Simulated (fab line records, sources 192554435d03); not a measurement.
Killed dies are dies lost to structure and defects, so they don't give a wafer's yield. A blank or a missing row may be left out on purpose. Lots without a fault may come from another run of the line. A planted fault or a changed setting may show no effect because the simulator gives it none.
fab line records | flow n5_finfet
record lots=10 wafers=28 last_day=17
route steps=1938 shown BEOL_M15@1795 PASSIVATION@1936
lots that met no fault: from a run of the same line without faults
start_h: hours from the record's first day to the start of the lot's first wafer shown | wait_h: hours since the lot's step before | " the same as in the row above | L1.1+2: a row that stands for several wafers | - no value, or no start given | * or withheld: withheld | < > ~ a bound
route shown NAME@n: a module of which the file shows steps, and the number in the route of the first | usual: mean/standard deviation of fault-free wafers | same: alike in all rows | chamber/n: place in a boat | sites: the reading at each site | _std_site: their standard deviation | _edge_site: outer sites' mean less inner sites' | radius_mm: how far each site lies from the wafer's centre | mask NAME#n: copy n | behind: the tool/chamber that last shaped the wafer | hold: why the lot was held/for how many hours/how that ended | device: the transistor (n, p or np) that didn't switch | end of line: the same wafers' tests at the end of the route | a step without rows: its recipe alone | killed: dies lost to structure and defects at the first sort, not the wafer's yield | map: a wafer's dies, x killed, . not, _ none there
set.NAME: the setting as run; set.NAME@STEP: as run at that earlier step | model.NAME: the simulator's own value behind a step, which no gauge read
steps of the route over a sample of lots; a table a step, a row a wafer
services: from which hour (start_h, from the record's first day; less than 0 if before it) a tool's chamber was out of use, for how many hours, and why
## steps
# step N5_BEOL_M15_ETCH_57
# recipe chemistry=N2/H2 target=SOC source_w=3000 bias_w=350 time_s=750 ion_energy_ev=200 pressure_mtorr=30 n2_flow_sccm=200 h2_flow_sccm=200
# usual drypump_motor_current_A=5.6/0.53 oes_product_au=0.83/0.097 rf_vpp_V=523.9/2.8 showerhead_plenum_p_Torr=2.54/0.1 throttle_valve_pct=17.6/0.37
# columns lot.wafer tool chamber start_h wait_h drypump_motor_current_A oes_product_au rf_hours_counter_h rf_vpp_V showerhead_plenum_p_Torr throttle_valve_pct
L934.4 rie_diel-04 0 228.86 - 5.1 0.70 224 518.7 2.40 17.7
L934.5 " 1 " " 5.0 0.71 - 520.1 2.42 17.8
L934.6 " 2 " " 6.3 0.69 - 522.2 2.51 18.2
L937.2 rie_diel-05 3 251.38 - 5.0 0.92 16 521.8 2.49 17.0
L937.4 " 1 " " 5.8 0.97 - 528.3 2.73 17.6
L937.5 " 3 " " 5.0 0.93 - 521.8 2.49 17.0
L941.2 rie_diel-03 0 279.53 - 5.7 0.92 18 522.4 2.48 17.6
L941.3 " 3 " " 5.4 0.91 31 521.6 2.49 17.7
L941.5 " 1 " " 4.9 0.82 - 528.5 2.68 18.1
L940.1 rie_diel-04 1 279.76 - 5.0 0.69 195 520.2 2.41 17.8
L940.5 " 2 " " 6.3 0.69 - 523.6 2.51 18.2
L940.6 " 1 " " 5.0 0.69 - 521.0 2.41 17.8
L942.1 rie_diel-03 0 298.32 - 5.6 0.91 22 522.2 2.48 17.6
L942.4 " 1 " " 4.9 0.82 79 527.2 2.68 18.1
L942.6 " 1 " " 4.9 0.82 - 526.7 2.68 18.1
L948.3 rie_diel-05 2 335.94 - 5.7 0.93 19 525.5 2.58 17.0
L948.5 " 1 " " 5.8 0.91 - 528.8 2.72 17.6
L948.6 " 0 " " 5.5 0.81 - 524.2 2.55 17.2
L950.3 rie_diel-05 1 342.82 - 5.8 0.90 29 527.7 2.72 17.6
L950.5 " 3 " " 5.0 0.88 - 522.9 2.48 17.1
L950.6 " 2 " " 5.7 0.93 - 524.5 2.58 17.0
L952.1 rie_diel-04 0 356.98 - 5.1 0.97 6 528.8 2.71 17.3
L952.6 " 1 " " 5.0 0.67 - 519.4 2.40 17.9
L954.1 rie_diel-03 3 360.57 - 5.4 0.86 54 521.3 2.48 17.8
L954.2 " 1 " " 4.9 0.80 96 525.4 2.68 18.2
L954.6 " 1 " " 4.9 0.81 - 529.8 2.68 18.2
L955.1 rie_diel-05 1 380.87 - 5.8 0.89 40 528.5 2.72 17.6
L955.5 " 2 " " 5.8 0.91 - 525.4 2.58 17.0
# step N5_BEOL_M15_OVL_MEAS_29
# recipe points_per_wafer=44
# usual M15_OVL=1/5.5
# same points_per_wafer=44
# columns lot.wafer tool chamber start_h wait_h M15_OVL[nm]
L934.4 overlay-02 0 229.79 0.0 -2
L934.5 " 0 " " 9
L934.6 " 0 " " 4
L937.2 overlay-01 0 252.30 0.0 -1
L937.4 " 0 " " -1
L937.5 " 0 " " 3
L941.2 overlay-02 0 280.33 0.0 -4
L941.3 " 0 " " 8
L941.5 " 0 " " 1
L940.1 overlay-02 0 280.57 0.0 2
L940.5 " 0 " " -2
L940.6 " 0 " " -1
L942.1 overlay-01 0 299.25 0.0 2
L942.4 " 0 " " -3
L942.6 " 0 " " -6
L948.3 overlay-01 0 336.75 0.0 -3
L948.5 " 0 " " -1
L948.6 " 0 " " -4
L950.3 overlay-01 0 343.75 0.0 2
L950.5 " 0 " " 4
L950.6 " 0 " " -7
L952.1 overlay-02 0 357.78 0.0 -15
L952.6 " 0 " " -2
L954.1 overlay-01 0 361.50 0.0 3
L954.2 " 0 " " 2
L954.6 " 0 " " 6
L955.1 overlay-02 0 381.80 0.0 -4
L955.5 " 0 " " -1
# step N5_BEOL_M15_SPUTTER_43
# recipe material=TaN target_thk_a=150 temp_c=50 bias_v=168.6 power_w=15000 chamber_pressure_pa=0.12 time_s=24.19
# usual substrate_temp_c=49.99/0.12 throttle_valve_pct=29.4/1.2
# columns lot.wafer tool chamber start_h wait_h substrate_temp_c throttle_valve_pct
L934.4 pvd_sputter-01 - 232.66 0.0 49.97 27.9
L934.5 " - " " 49.97 30.3
L934.6 " - " " 50.10 27.5
L937.2 pvd_sputter-02 - 255.70 0.0 50.12 28.8
L937.4 " - " " 50.00 30.0
L937.5 " - " " 50.09 30.1
L941.2 pvd_sputter-01 - 295.58 0.0 50.08 27.3
L941.3 " - " " 50.04 30.3
L941.5 " - " " 49.98 29.3
L940.1 pvd_sputter-01 - 295.90 0.0 50.02 30.1
L940.5 " - " " 50.04 28.2
L940.6 " - " " 49.98 30.7
L940.1 pvd_sputter-01 - 296.24 0.3 49.97 30.2
L940.5 " - " " 49.92 27.9
L940.6 " - " " 50.07 30.5
L942.1 pvd_sputter-03 - 300.58 0.0 50.03 29.2
L942.4 " - " " 50.10 31.9
L942.6 " - " " 50.23 29.1
L948.3 pvd_sputter-03 - 337.99 0.0 50.05 29.2
L948.5 " - " " 50.09 31.8
L948.6 " - " " 49.77 29.4
L948.3 pvd_sputter-03 - 338.25 0.2 49.79 29.3
L948.5 " - " " 49.92 31.8
L948.6 " - " " 50.00 29.2
L950.3 pvd_sputter-01 - 347.26 0.0 50.17 28.2
L950.5 " - " " 49.80 29.6
L950.6 " - " " 50.10 28.1
L950.3 pvd_sputter-01 - 347.60 0.3 50.05 28.3
L950.5 " - " " 50.04 29.1
L950.6 " - " " 50.01 28.0
L952.1 pvd_sputter-03 - 361.09 0.0 50.10 31.2
L952.6 " - " " 50.05 31.7
L954.1 pvd_sputter-03 - 364.92 0.0 50.01 31.0
L954.2 " - " " 49.93 32.2
L954.6 " - " " 49.97 29.3
L955.1 pvd_sputter-01 - 384.38 0.0 49.85 29.4
L955.5 " - " " 49.86 28.1
# step N5_BEOL_M15_SPUTTER_45
# recipe material=Cu target_thk_a=1000 temp_c=-20 bias_v=60 power_w=26000 chamber_pressure_pa=0.13 time_s=16.67
# usual substrate_temp_c=-20.02/0.11 throttle_valve_pct=29.4/1.2
# columns lot.wafer tool chamber start_h wait_h substrate_temp_c throttle_valve_pct
L934.4 pvd_sputter-01 - 232.82 0.0 -20.00 28.1
L934.5 " - " " -19.79 30.2
L934.6 " - " " -20.20 27.6
L937.2 pvd_sputter-02 - 255.86 0.0 -20.01 28.6
L937.4 " - " " -20.04 29.7
L937.5 " - " " -20.19 29.9
L941.2 pvd_sputter-01 - 295.74 0.0 -19.98 27.2
L941.3 " - " " -19.97 30.4
L941.5 " - " " -20.14 29.6
L940.1 pvd_sputter-01 - 296.40 0.0 -20.01 30.2
L940.5 " - " " -20.07 28.2
L940.6 " - " " -19.96 30.0
L942.1 pvd_sputter-03 - 300.74 0.0 -19.97 29.5
L942.4 " - " " -20.04 31.7
L942.6 " - " " -19.98 29.1
L948.3 pvd_sputter-03 - 338.49 0.0 -20.12 29.3
L948.5 " - " " -20.13 31.6
L948.6 " - " " -20.07 29.2
L950.3 pvd_sputter-01 - 347.82 0.0 -19.94 28.1
L950.5 " - " " -20.16 29.2
L950.6 " - " " -20.17 28.3
L952.1 pvd_sputter-03 - 362.65 1.4 -20.10 31.0
L952.6 " - " " -20.08 31.7
L954.1 pvd_sputter-03 - 365.08 0.0 -20.04 31.0
L954.2 " - " " -19.86 32.0
L954.6 " - " " -20.08 29.4
L955.1 pvd_sputter-01 - 384.54 0.0 -20.19 29.3
L955.5 " - " " -20.14 28.4
# step N5_BEOL_M15_CMP_49
# recipe stop_on=SiO2 t_overpolish_s=4.9 down_force_psi=2 platen_rpm=80 clearing_platen_down_force_psi=2 clearing_platen_rpm=80 post_cmp_clean=cu_alkaline target_thk_nm=850 clearing_platen_pad_velocity_m_s=1.5917 pad_velocity_m_s=1.5917
# usual barrier_field_endpoint_s=11.36/0.26 motor_current_A=8.0/1.1 overpolish_run_s=4.901/0.0085 pad_life_wafers=692/500
# columns lot.wafer tool chamber start_h wait_h barrier_field_endpoint_s motor_current_A overpolish_run_s pad_life_wafers
L934.4 cmp-02 0 233.55 0.2 11.36 7.7 4.906 1538
L934.6 " 2 " " 10.97 9.3 4.895 -
L934.5 " 3 " " 11.37 6.9 4.896 -
L937.2 cmp-04 3 256.51 0.2 11.25 6.7 4.897 42
L937.4 " 1 " " 11.46 8.1 4.920 44
L937.5 " 3 " " 11.58 7.1 4.901 -
L941.3 cmp-01 2 296.44 0.2 11.06 11.7 4.885 889
L941.2 " 0 " " 11.56 8.0 4.889 891
L941.5 " 1 " " 11.00 7.8 4.915 -
L940.1 cmp-04 0 297.08 0.3 17.34 7.7 4.910 333
L940.5 " 0 " " 16.80 7.8 4.904 -
L940.6 " 1 " " 17.44 7.7 4.918 -
L942.4 cmp-01 3 301.40 0.1 11.72 7.3 4.898 918
L942.1 " 1 " " 11.23 7.8 4.893 920
L942.6 " 3 " " 11.39 7.3 4.900 -
L948.3 cmp-02 2 339.49 0.2 16.40 8.8 4.894 286
L948.5 " 1 " " 16.47 7.3 4.917 -
L948.6 " 2 " " 16.53 8.9 4.880 -
L950.3 cmp-02 0 348.83 0.3 17.40 7.4 4.899 378
L950.6 " 1 " " 17.04 7.5 4.905 -
L950.5 " 2 " " 17.01 9.2 4.906 -
L952.1 cmp-04 1 363.70 0.6 11.15 8.3 4.899 861
L952.6 " 2 " " 11.19 8.2 4.902 -
L954.1 cmp-04 1 365.74 0.3 11.30 8.3 4.898 876
L954.2 " 0 " " 11.04 7.4 4.908 879
L954.6 " 1 " " 11.16 8.2 4.900 -
L955.1 cmp-04 3 386.03 0.4 11.26 6.6 4.902 1041
L955.5 " 0 " " 10.78 7.8 4.891 -
# step N5_PASSIVATION_PROBE_49
# usual defect_limited_yield=91.5/1.6 killed_at_M0_to_M3=33/10 killed_at_M4_up=13/5.6 killed_at_contacts=13/6 killed_at_front_end=39/12 killed_at_other=3.0/2.8 killed_dies=101/19 killed_on_rim=13/4 killed_open=65/13 killed_short=32/8.3 sort_bin_4_leakage=0.00/0.0072 sort_bin_5_function=5.0/1 sort_bin_6_memory=3.1/0.69 sort_n_pass=1079/19 sort_yield_pct=91.5/1.6
# same gross_dies=1180 killed_at_back_side=0 sort_bin_8_speed[%]=0
# columns lot.wafer tool chamber start_h wait_h defect_limited_yield[%] killed_at_M0_to_M3 killed_at_M4_up killed_at_contacts killed_at_front_end killed_at_other killed_dies killed_on_rim killed_open killed_short sort_bin_4_leakage[%] sort_bin_5_function[%] sort_bin_6_memory[%] sort_n_pass sort_yield_pct[%]
L934.4 prober-02 - 248.96 0.2 91.1 37 7 17 35 9 105 14 62 43 0 5.0 3.6 1075 91.1
L934.5 prober-02 - 249.01 0.2 93.1 31 4 21 22 4 82 11 51 26 0 4.6 2.0 1098 93.1
L934.6 prober-02 - 249.06 0.3 93.1 20 8 17 36 1 82 15 44 33 0 3.6 2.5 1098 93.1
L937.2 prober-01 - 270.50 0.2 91.1 32 12 17 37 7 105 18 74 25 0 4.9 3.5 1075 91.1
L937.4 prober-01 - 270.60 0.3 92.9 30 7 13 23 11 84 13 55 27 0 3.6 3.2 1096 92.9
L937.5 prober-01 - 270.65 0.3 92.8 21 12 9 37 6 85 11 58 22 0 4.2 2.6 1095 92.8
L940.1 prober-01 - 311.45 0.0 91.6 22 11 9 55 2 99 11 55 41 0 4.8 3.0 1081 91.6
L940.5 prober-01 - 311.65 0.2 90.7 30 6 14 45 15 110 10 75 32 0 5.8 3.1 1070 90.7
L940.6 prober-01 - 311.70 0.3 92.4 16 4 14 55 1 90 19 55 32 0 4.2 2.9 1090 92.4
L941.2 prober-02 - 311.99 0.1 90.9 22 12 13 58 2 107 9 68 37 0.08 5.4 2.9 1072 90.8
L941.3 prober-02 - 312.04 0.1 88.9 53 23 15 34 6 131 15 84 38 0 6.2 4.0 1049 88.9
L941.5 prober-02 - 312.14 0.2 90.3 33 25 10 34 12 114 17 67 36 0 4.7 3.9 1066 90.3
L942.1 prober-02 - 315.71 0.0 91.9 25 10 21 39 0 95 11 68 22 0 4.8 2.7 1085 91.9
L942.4 prober-02 - 315.86 0.2 91.7 32 14 16 36 0 98 17 68 26 0 5.1 3.1 1082 91.7
L942.6 prober-02 - 315.96 0.3 89.7 40 17 14 47 4 122 9 89 31 0 6.6 3.6 1058 89.7
L948.3 prober-01 - 355.55 0.1 91.7 27 16 18 37 0 98 10 70 28 0 5.0 3.1 1082 91.7
L948.5 prober-01 - 355.65 0.2 92.5 34 14 12 28 0 88 17 52 34 0 3.9 3.2 1092 92.5
L948.6 prober-01 - 355.70 0.3 92.7 28 10 16 30 2 86 16 58 26 0 5.1 1.9 1094 92.7
L950.3 prober-02 - 363.93 0.1 92.4 30 10 6 42 2 90 12 67 23 0 4.1 3.2 1090 92.4
L950.5 prober-02 - 364.03 0.2 91.9 28 6 18 43 0 95 18 64 24 0 4.7 2.7 1085 91.9
L950.6 prober-02 - 364.08 0.3 89.2 37 10 17 61 3 128 19 79 47 0 7.0 3.6 1052 89.2
L952.1 prober-01 - 376.89 0.0 94.5 35 5 2 23 0 65 9 50 14 0 3.1 2.3 1115 94.5
L952.6 prober-01 - 377.14 0.3 94.8 26 8 2 22 3 61 10 38 23 0 3.1 1.9 1119 94.8
L954.1 prober-02 - 380.59 0.0 90.3 45 15 14 36 5 115 7 77 29 0 5.9 3.2 1065 90.3
L954.2 prober-02 - 380.64 0.1 90.8 27 15 24 33 10 109 18 76 31 0 6.4 2.7 1071 90.8
L954.6 prober-02 - 380.84 0.3 88.7 62 8 25 32 6 133 20 94 39 0 6.3 4.4 1047 88.7
L955.1 prober-01 - 397.93 0.0 89.2 31 13 17 63 3 127 17 84 35 0 5.4 4.6 1053 89.2
L955.5 prober-01 - 398.13 0.2 89.0 30 9 26 60 5 130 12 80 39 0 6.8 3.3 1050 89.0
# killed by level:class
L934.4 BEOL_M0_SAQP:geometric_particle:open=14 MOL_CONTACT_COAG:geometric_particle:open=12 BEOL_M0_SAQP:geometric_particle:short=8 FIN_SAQP:geometric_particle:short=6 BEOL_M1:geometric_particle:open=6 DUMMY_GATE:geometric_particle:short=5 MOL_CONTACT_COAG:geometric_particle:short=5 FIN_SAQP:geometric_particle:open=4
L934.5 MOL_CONTACT_COAG:geometric_particle:open=18 BEOL_M0_SAQP:geometric_particle:open=6 BEOL_M2:geometric_particle:open=6 BEOL_M1:geometric_particle:open=4 FIN_SAQP:geometric_particle:short=3 STI_FIN_REVEAL:geometric_particle:open=3 ILD0:geometric_particle:short=3 GATE_CUT:geometric_particle:short=3
L934.6 MOL_CONTACT_COAG:geometric_particle:open=11 GATE_CUT:geometric_particle:short=8 DUMMY_GATE:geometric_particle:open=7 MOL_CONTACT_COAG:geometric_particle:short=6 FIN_SAQP:geometric_particle:open=6 FIN_SAQP:geometric_particle:short=6 BEOL_M4:geometric_particle:open=6 GATE_CUT:geometric_particle:open=3
L937.2 FIN_SAQP:geometric_particle:open=16 MOL_CONTACT_COAG:geometric_particle:open=13 FIN_SAQP:geometric_particle:short=10 BEOL_M2:geometric_particle:open=9 BEOL_M1:geometric_particle:open=6 DUMMY_GATE:geometric_particle:open=5 BEOL_M3:geometric_particle:open=5 MOL_CONTACT_COAG:geometric_particle:short=4
L937.4 MOL_CONTACT_COAG:geometric_particle:open=9 FIN_SAQP:geometric_particle:open=6 BEOL_M3:geometric_particle:open=6 BEOL_M0_SAQP:geometric_particle:open=5 BEOL_M3:geometric_particle:short=5 PASS1_DEP:geometric_particle:open=5 BEOL_M1:geometric_particle:open=4 BEOL_M5:geometric_particle:open=4
L937.5 FIN_SAQP:geometric_particle:open=12 BEOL_M3:geometric_particle:open=10 MOL_CONTACT_COAG:geometric_particle:open=8 FIN_SAQP:geometric_particle:short=5 BEOL_M2:geometric_particle:open=5 DUMMY_GATE:geometric_particle:open=4 STARTING-WAFER:geometric_particle:open=3 STI_FIN_REVEAL:geometric_particle:short=2
L940.1 FIN_SAQP:geometric_particle:open=11 GATE_CUT:geometric_particle:short=9 FIN_SAQP:geometric_particle:short=8 STI_FIN_REVEAL:geometric_particle:open=7 GATE_CUT:geometric_particle:open=6 MOL_CONTACT_COAG:geometric_particle:open=6 BEOL_M0_SAQP:geometric_particle:short=4 BEOL_M0_SAQP:geometric_particle:open=4
L940.5 FIN_SAQP:geometric_particle:open=14 MOL_CONTACT_COAG:geometric_particle:open=12 FIN_SAQP:geometric_particle:short=10 PASS1_CAP:geometric_particle:open=10 BEOL_M3:geometric_particle:open=8 BEOL_M1:geometric_particle:open=6 BEOL_M2:geometric_particle:open=6 GATE_CUT:geometric_particle:short=5
L940.6 GATE_CUT:geometric_particle:short=14 FIN_SAQP:geometric_particle:open=12 MOL_CONTACT_COAG:geometric_particle:open=11 STI_FIN_REVEAL:geometric_particle:open=8 BEOL_M1:geometric_particle:open=5 FIN_SAQP:geometric_particle:short=4 DUMMY_GATE:geometric_particle:open=4 STI_FIN_REVEAL:geometric_particle:short=3
L941.2 STI_FIN_REVEAL:geometric_particle:open=22 FIN_SAQP:geometric_particle:short=12 MOL_CONTACT_COAG:geometric_particle:open=11 BEOL_M0_SAQP:geometric_particle:open=6 FIN_SAQP:geometric_particle:open=5 BEOL_M3:geometric_particle:short=4 BEOL_M3:geometric_particle:open=4 BEOL_M5:geometric_particle:open=4
L941.3 BEOL_M0_SAQP:geometric_particle:open=13 MOL_CONTACT_COAG:geometric_particle:open=11 BEOL_M0_SAQP:geometric_particle:short=9 BEOL_M1:geometric_particle:open=9 BEOL_M2:geometric_particle:open=9 BEOL_M4:geometric_particle:open=9 BEOL_M3:geometric_particle:open=5 FIN_SAQP:geometric_particle:open=4
L941.5 BEOL_M0_SAQP:geometric_particle:open=10 STI_FIN_REVEAL:geometric_particle:open=8 MOL_CONTACT_COAG:geometric_particle:open=6 BEOL_M4:geometric_particle:open=6 HKMG_FIN:area_etch=6 FIN_SAQP:geometric_particle:open=5 BEOL_M1:geometric_particle:open=5 MIM_TOP_ETCH:geometric_particle:open=5
L942.1 MOL_CONTACT_COAG:geometric_particle:open=20 STI_FIN_REVEAL:geometric_particle:open=16 BEOL_M0_SAQP:geometric_particle:open=9 BEOL_M0_SAQP:geometric_particle:short=7 FIN_SAQP:geometric_particle:short=5 FIN_SAQP:geometric_particle:open=4 DUMMY_GATE:geometric_particle:open=3 ILD0:geometric_particle:open=3
L942.4 MOL_CONTACT_COAG:geometric_particle:open=10 STI_FIN_REVEAL:geometric_particle:open=9 DUMMY_GATE:geometric_particle:open=8 BEOL_M1:geometric_particle:open=8 BEOL_M3:geometric_particle:open=6 ILD0:geometric_particle:open=5 BEOL_M4:geometric_particle:open=5 STI_FIN_REVEAL:geometric_particle:short=4
L942.6 FIN_SAQP:geometric_particle:open=16 MOL_CONTACT_COAG:geometric_particle:open=13 STI_FIN_REVEAL:geometric_particle:open=9 BEOL_M3:geometric_particle:open=9 BEOL_M0_SAQP:geometric_particle:open=7 BEOL_M0_SAQP:geometric_particle:short=7 BEOL_M0:geometric_particle:open=7 BEOL_M4:geometric_particle:open=5
L948.3 FIN_SAQP:geometric_particle:open=17 MOL_CONTACT_COAG:geometric_particle:open=11 BEOL_M0_SAQP:geometric_particle:short=8 BEOL_M3:geometric_particle:open=8 MOL_CONTACT_COAG:geometric_particle:short=7 STI_FIN_REVEAL:geometric_particle:open=5 BEOL_M0_SAQP:geometric_particle:open=5 DUMMY_GATE:geometric_particle:open=4
L948.5 BEOL_M3:geometric_particle:open=12 MOL_CONTACT_COAG:geometric_particle:open=9 BEOL_M0_SAQP:geometric_particle:short=8 BEOL_M4:geometric_particle:open=6 FIN_SAQP:geometric_particle:open=4 FIN_SAQP:geometric_particle:short=4 BEOL_M1:geometric_particle:open=4 BEOL_M3:geometric_particle:short=4
L948.6 MOL_CONTACT_COAG:geometric_particle:open=13 BEOL_M0_SAQP:geometric_particle:open=7 DUMMY_GATE:geometric_particle:open=6 BEOL_M0_SAQP:geometric_particle:short=6 FIN_SAQP:geometric_particle:short=4 FIN_SAQP:geometric_particle:open=4 BEOL_M1:geometric_particle:open=4 BEOL_M3:geometric_particle:open=4
L950.3 DUMMY_GATE:geometric_particle:open=13 FIN_SAQP:geometric_particle:open=8 STI_FIN_REVEAL:geometric_particle:open=7 BEOL_M0_SAQP:geometric_particle:open=7 BEOL_M3:geometric_particle:open=6 BEOL_M2:geometric_particle:open=5 MOL_CONTACT_COAG:geometric_particle:open=5 BEOL_M0_SAQP:geometric_particle:short=5
L950.5 MOL_CONTACT_COAG:geometric_particle:open=15 BEOL_M2:geometric_particle:open=9 DUMMY_GATE:geometric_particle:open=6 HKMG_FIN:area_etch=6 FIN_SAQP:geometric_particle:short=5 BEOL_M3:geometric_particle:open=5 BEOL_M1:geometric_particle:short=5 FIN_SAQP:geometric_particle:open=4
L950.6 FIN_SAQP:geometric_particle:open=14 MOL_CONTACT_COAG:geometric_particle:open=13 STI_FIN_REVEAL:geometric_particle:open=12 BEOL_M1:geometric_particle:short=9 DUMMY_GATE:geometric_particle:open=7 BEOL_M0_SAQP:geometric_particle:short=7 FIN_SAQP:geometric_particle:short=6 BEOL_M3:geometric_particle:open=6
L952.1 BEOL_M2:geometric_particle:open=12 BEOL_M0_SAQP:geometric_particle:open=9 BEOL_M0_SAQP:geometric_particle:short=5 BEOL_M1:geometric_particle:open=5 STI_FIN_REVEAL:geometric_particle:open=4 DUMMY_GATE:geometric_particle:open=4 GATE_CUT:geometric_particle:short=4 FIN_SAQP:geometric_particle:open=3
L952.6 BEOL_M2:geometric_particle:open=8 BEOL_M3:geometric_particle:open=7 STI_FIN_REVEAL:geometric_particle:open=4 BEOL_M3:geometric_particle:short=4 FIN_SAQP:geometric_particle:short=3 BEOL_M4:geometric_particle:open=3 FIN_SAQP:geometric_particle:open=2 DUMMY_GATE:geometric_particle:short=2
L954.1 MOL_CONTACT_COAG:geometric_particle:open=12 BEOL_M0_SAQP:geometric_particle:open=11 FIN_SAQP:geometric_particle:open=7 STI_FIN_REVEAL:geometric_particle:open=7 BEOL_M1:geometric_particle:open=7 GATE_CUT:geometric_particle:short=6 BEOL_M0_SAQP:geometric_particle:short=6 BEOL_M3:geometric_particle:open=6
L954.2 MOL_CONTACT_COAG:geometric_particle:open=21 STI_FIN_REVEAL:geometric_particle:open=9 BEOL_M4:geometric_particle:open=8 BEOL_M3:geometric_particle:open=7 BEOL_M1:geometric_particle:open=6 BEOL_M3:geometric_particle:short=5 FIN_SAQP:geometric_particle:open=4 FIN_SAQP:geometric_particle:short=3
L954.6 MOL_CONTACT_COAG:geometric_particle:open=21 BEOL_M3:geometric_particle:open=18 BEOL_M1:geometric_particle:open=15 STI_FIN_REVEAL:geometric_particle:open=13 BEOL_M0_SAQP:geometric_particle:short=9 BEOL_M0_SAQP:geometric_particle:open=7 BEOL_M2:geometric_particle:open=7 BEOL_M3:geometric_particle:short=5
L955.1 STI_FIN_REVEAL:geometric_particle:open=19 MOL_CONTACT_COAG:geometric_particle:open=14 FIN_SAQP:geometric_particle:open=12 BEOL_M0_SAQP:geometric_particle:open=11 BEOL_M0_SAQP:geometric_particle:short=9 FIN_SAQP:geometric_particle:short=9 BEOL_M5:geometric_particle:open=6 HKMG_FIN:area_etch=6
L955.5 MOL_CONTACT_COAG:geometric_particle:open=21 STI_FIN_REVEAL:geometric_particle:open=16 GATE_CUT:geometric_particle:short=13 BEOL_M0_SAQP:geometric_particle:open=13 FIN_SAQP:geometric_particle:short=6 HKMG_FIN:area_etch=6 FIN_SAQP:geometric_particle:open=5 BEOL_M0_SAQP:geometric_particle:short=5
## services
# columns tool chamber start_h hours kind
rie_diel-05 1 212.43 - clean
rie_diel-05 1 212.43 - consumable_replace:focus_ring
rie_diel-05 1 212.43 - consumable_replace:showerhead
rie_diel-05 1 212.43 30.8 scheduled_down
rie_diel-05 1 212.43 30.8 vent_cycle
cmp-01 - 230.19 4.0 pm
rie_diel-05 2 243.42 - clean
rie_diel-05 2 243.42 - consumable_replace:focus_ring
rie_diel-05 2 243.42 18.1 scheduled_down
rie_diel-05 2 243.42 18.1 vent_cycle
cmp-04 - 245.69 4.0 pm
cmp-04 - 249.69 - consumable_replace:conditioner
cmp-04 - 249.69 - consumable_replace:pad
cmp-02 - 258.45 4.3 repair
cmp-02 - 267.14 0.2 repair
cmp-04 - 299.37 0.3 repair
cmp-02 - 300.52 4.0 pm
pvd_sputter-03 - 328.74 2.3 repair
cmp-04 - 345.28 1.9 repair
rie_diel-04 1 359.38 18.2 repair
pvd_sputter-01 - 359.72 0.6 repair
rie_diel-05 3 367.83 2.5 repair
rie_diel-03 3 370.70 7.7 repair
rie_diel-04 2 385.79 2.7 repair
## key
first_sign step=N5_BEOL_M15_SPUTTER_43 reading=visit direction=added
effect step=N5_BEOL_M15_CMP_49 reading=barrier_field_endpoint_s direction=up sigmas=21 usual=11.36 struck=16.94
met_at N5_BEOL_M15_SPUTTER_43
struck_lots L940,L948,L950
not_acting_at N5_BEOL_M15_ETCH_57,N5_BEOL_M15_OVL_MEAS_29,N5_BEOL_M15_SPUTTER_45
fault kind=repeated_step_whole tool=pvd_sputter-01,pvd_sputter-02,pvd_sputter-03 chamber=- onset_h=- steps=N5_BEOL_M15_SPUTTER_43 times=1 scope=struck_lots_only
